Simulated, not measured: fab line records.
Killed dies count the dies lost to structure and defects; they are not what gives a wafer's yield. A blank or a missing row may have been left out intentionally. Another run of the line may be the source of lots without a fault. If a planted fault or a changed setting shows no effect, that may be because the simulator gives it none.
Chamber matching ; flow n5_finfet ; 4 sister chambers for N5_DUMMY_GATE_STRIP_41 on rie_diel-06
The step strips in O2. 8 wafers are shown with their chamber, then 10 later ones without.

WAFERS, EACH WITH ITS CHAMBER
wafer;chamber;drypump_motor_current_A (A);showerhead_plenum_p_Torr (Torr)
L081.3;1;5.5;1.95
L086.3;0;5.9;2.18
L086.5;2;6.0;2.13
L087.3;0;5.9;2.18
L087.5;2;6.1;2.13
L087.6;3;5.7;2.17
L089.1;1;5.5;1.94
L089.3;3;5.7;2.17

WAFERS WHOSE CHAMBER IS MISSING
wafer;drypump_motor_current_A (A);showerhead_plenum_p_Torr (Torr)
L089.4;5.9;2.18
L090.2;6.1;2.13
L090.3;5.5;1.94
L090.4;5.7;2.17
L094.1;5.9;2.17
L094.5;6.1;2.13
L094.6;5.6;1.94
L096.1;5.9;2.17
L096.3;5.7;2.16
L096.5;5.9;2.17

CHAMBER TAKEN BY EACH
wafer;from the rows above;in truth
L089.4;0;0
L090.2;2;2
L090.3;1;1
L090.4;3;3
L094.1;0;0
L094.5;2;2
L094.6;1;1
L096.1;0;0
L096.3;3;3
L096.5;0;0
10 of 10 placed correctly. Not placeable from these rows: 0. 0 placed wrongly.
How it was worked out, from the rows above alone: a wafer's distance from a chamber is the root of the sum, over the readings, of the square of ((its reading less the chamber's mean) divided by the reading's scatter). The wafer belongs to the nearest chamber; if the next one is less than 2 further off, it can't be placed. For every chamber, the mean is computed from those of its wafers that are shown. The scatter: the root of (the sum of the squares of (reading less its chamber's mean) over the shown wafers, divided by (wafers less chambers)).
